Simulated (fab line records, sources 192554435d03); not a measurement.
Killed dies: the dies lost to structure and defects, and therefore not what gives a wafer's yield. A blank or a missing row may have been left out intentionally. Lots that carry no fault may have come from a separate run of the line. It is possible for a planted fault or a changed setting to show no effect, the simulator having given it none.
Split-lot study / flow n5-finfet / route with 1938 steps; 7 lots, 21 wafers read

THE SPLIT ITSELF
At N5_BEOL_M5_EXPOSE_25 (exposes mask V4, defocus 10 nm), the setting dose-mj was moved away from the recipe's 52.75 on 8 of the 21 wafers read, by -4.1% to +4.5%. The other wafers ran this setting at the recipe's value.

FROM THE SPLIT TO THE READING: what the file shows between them, 4 steps
- N5_BEOL_M5_PEB_26: peb time 60 s
- N5_BEOL_M5_DEVELOP_27: develop time 30 s
- N5_BEOL_M5_DESCUM_33: chemistry O2, time 7 s
- N5_BEOL_M5_ETCH_75: etches underlayer in N2/H2, target depth 6.5 nm, time 5.2 s

THE READING
BEOL_M5.cd-nm (the simulator's own value, which no gauge read), in nm, at N5_BEOL_M5_ETCH_67 (etches SiARC in CF4, target depth 15.6 nm, time 26 s). No usual value for it is given in the file. Here, 13 wafers ran the recipe; their average is 27.9 nm with a standard deviation of 0.28 nm.

wafer=L080.1; tool, chamber at the split=euv-scanner-01, 0; dose-mj as run=52.75; against the recipe=recipe; BEOL_M5.cd-nm, nm=27.8; against lot-mates on the recipe=-
wafer=L080.4; tool, chamber at the split=euv-scanner-01, 0; dose-mj as run=52.75; against the recipe=recipe; BEOL_M5.cd-nm, nm=28; against lot-mates on the recipe=-
wafer=L080.5; tool, chamber at the split=euv-scanner-01, 0; dose-mj as run=52.75; against the recipe=recipe; BEOL_M5.cd-nm, nm=27.6; against lot-mates on the recipe=-
wafer=L083.1; tool, chamber at the split=euv-scanner-01, 0; dose-mj as run=52.75; against the recipe=recipe; BEOL_M5.cd-nm, nm=27.4; against lot-mates on the recipe=-
wafer=L083.4; tool, chamber at the split=euv-scanner-01, 0; dose-mj as run=50.57; against the recipe=-4.1%; BEOL_M5.cd-nm, nm=26; against lot-mates on the recipe=-1.4
wafer=L083.5; tool, chamber at the split=euv-scanner-01, 0; dose-mj as run=50.57; against the recipe=-4.1%; BEOL_M5.cd-nm, nm=26; against lot-mates on the recipe=-1.4
wafer=L085.3; tool, chamber at the split=euv-scanner-01, 0; dose-mj as run=55.13; against the recipe=+4.5%; BEOL_M5.cd-nm, nm=28.6; against lot-mates on the recipe=+1.0
wafer=L085.5; tool, chamber at the split=euv-scanner-01, 0; dose-mj as run=52.75; against the recipe=recipe; BEOL_M5.cd-nm, nm=27.6; against lot-mates on the recipe=-
wafer=L085.6; tool, chamber at the split=euv-scanner-01, 0; dose-mj as run=55.13; against the recipe=+4.5%; BEOL_M5.cd-nm, nm=29.2; against lot-mates on the recipe=+1.6
wafer=L087.1; tool, chamber at the split=euv-scanner-01, 0; dose-mj as run=52.75; against the recipe=recipe; BEOL_M5.cd-nm, nm=28; against lot-mates on the recipe=-
wafer=L087.6; tool, chamber at the split=euv-scanner-01, 0; dose-mj as run=52.75; against the recipe=recipe; BEOL_M5.cd-nm, nm=28; against lot-mates on the recipe=-
wafer=L087.2; tool, chamber at the split=euv-scanner-01, 0; dose-mj as run=54.85; against the recipe=+4.0%; BEOL_M5.cd-nm, nm=29.2; against lot-mates on the recipe=+1.2
wafer=L088.1; tool, chamber at the split=euv-scanner-01, 0; dose-mj as run=52.75; against the recipe=recipe; BEOL_M5.cd-nm, nm=28; against lot-mates on the recipe=-
wafer=L088.2; tool, chamber at the split=euv-scanner-01, 0; dose-mj as run=52.75; against the recipe=recipe; BEOL_M5.cd-nm, nm=28.2; against lot-mates on the recipe=-
wafer=L088.6; tool, chamber at the split=euv-scanner-01, 0; dose-mj as run=52.75; against the recipe=recipe; BEOL_M5.cd-nm, nm=28.2; against lot-mates on the recipe=-
wafer=L095.1; tool, chamber at the split=euv-scanner-02, 0; dose-mj as run=50.67; against the recipe=-3.9%; BEOL_M5.cd-nm, nm=27.4; against lot-mates on the recipe=-0.4
wafer=L095.3; tool, chamber at the split=euv-scanner-02, 0; dose-mj as run=50.67; against the recipe=-3.9%; BEOL_M5.cd-nm, nm=27; against lot-mates on the recipe=-0.8
wafer=L095.4; tool, chamber at the split=euv-scanner-02, 0; dose-mj as run=52.75; against the recipe=recipe; BEOL_M5.cd-nm, nm=27.8; against lot-mates on the recipe=-
wafer=L096.3; tool, chamber at the split=euv-scanner-02, 0; dose-mj as run=52.75; against the recipe=recipe; BEOL_M5.cd-nm, nm=28.2; against lot-mates on the recipe=-
wafer=L096.5; tool, chamber at the split=euv-scanner-02, 0; dose-mj as run=54.77; against the recipe=+3.8%; BEOL_M5.cd-nm, nm=28.8; against lot-mates on the recipe=+0.5
wafer=L096.6; tool, chamber at the split=euv-scanner-02, 0; dose-mj as run=52.75; against the recipe=recipe; BEOL_M5.cd-nm, nm=28.4; against lot-mates on the recipe=-

THE FIT
A straight line over all 21 wafers: BEOL_M5.cd-nm changes by +0.285 nm for each +1% of dose-mj; r = +0.89; the points scatter about the line by 0.39 nm.
The same after taking each lot's own level away (the mean of its wafers on the recipe; 21 wafers): +0.254 nm for each +1%; r = +0.94; scatter 0.26 nm.
Per that fit: largest dose-mj move, reading shift of 1.1 nm.
Across the lots, their own levels run from 27.40 to 28.30 nm, a range of 3.3 times the standard deviation given above.
Thus the slope moves with the lot-to-lot level: the two fits are different.
Check: with one of the wafers moved furthest among these (+4.5%) left out of the fit, the line predicts +1.19 nm for it against its lot-mates. Against them it came out at +1 nm.

THE OTHER SPLITS THESE WAFERS WENT THROUGH
Other splits were also applied to these wafers ahead of the reading. Each is held against what the fit with the lots' levels taken away leaves over:
other split on the same wafers=N5_BEOL_M2_ETCH_69 bias-w; wafers away from the commonest value=7; r with BEOL_M5.cd-nm (lot level and that fit taken away)=+0.30
other split on the same wafers=N5_BEOL_M2_TRENCH_ETCH_37 bias-w; wafers away from the commonest value=10; r with BEOL_M5.cd-nm (lot level and that fit taken away)=+0.06
other split on the same wafers=N5_BEOL_M2_SPUTTER_94 time-s; wafers away from the commonest value=8; r with BEOL_M5.cd-nm (lot level and that fit taken away)=+0.27
other split on the same wafers=N5_BEOL_M4_COAT_67 spin-rpm; wafers away from the commonest value=6; r with BEOL_M5.cd-nm (lot level and that fit taken away)=-0.17
other split on the same wafers=N5_BEOL_M4_EXPOSE_25 dose-mj; wafers away from the commonest value=11; r with BEOL_M5.cd-nm (lot level and that fit taken away)=+0.36
other split on the same wafers=N5_BEOL_M5_HM_DEP_02 target-thk-a; wafers away from the commonest value=8; r with BEOL_M5.cd-nm (lot level and that fit taken away)=-0.10
other split on the same wafers=N5_BEOL_M5_COAT_60 time-s; wafers away from the commonest value=6; r with BEOL_M5.cd-nm (lot level and that fit taken away)=+0.15
other split on the same wafers=N5_BEOL_M5_COAT_22 spin-rpm; wafers away from the commonest value=4; r with BEOL_M5.cd-nm (lot level and that fit taken away)=-0.08

THE WHOLE CHAIN: every reading that the file lists as answering this split, in the file's order
step=N5_BEOL_M5_ETCH_75; what it does=etches underlayer in N2/H2, target depth 6.5 nm, time 5.2 s; reading=BEOL_M5.cd-nm (the simulator's own value, which no gauge read); change (the file's fit)=+0.219 nm for each +1% of the setting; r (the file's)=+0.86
step=N5_BEOL_M5_ETCH_67; what it does=etches SiARC in CF4, target depth 15.6 nm, time 26 s; reading=BEOL_M5.cd-nm (the simulator's own value, which no gauge read); change (the file's fit)=+0.248 nm for each +1% of the setting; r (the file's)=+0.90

THE FILE'S OWN FIT
BEOL_M5.cd-nm changes by +0.248 nm for each +1% of dose-mj, r = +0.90.
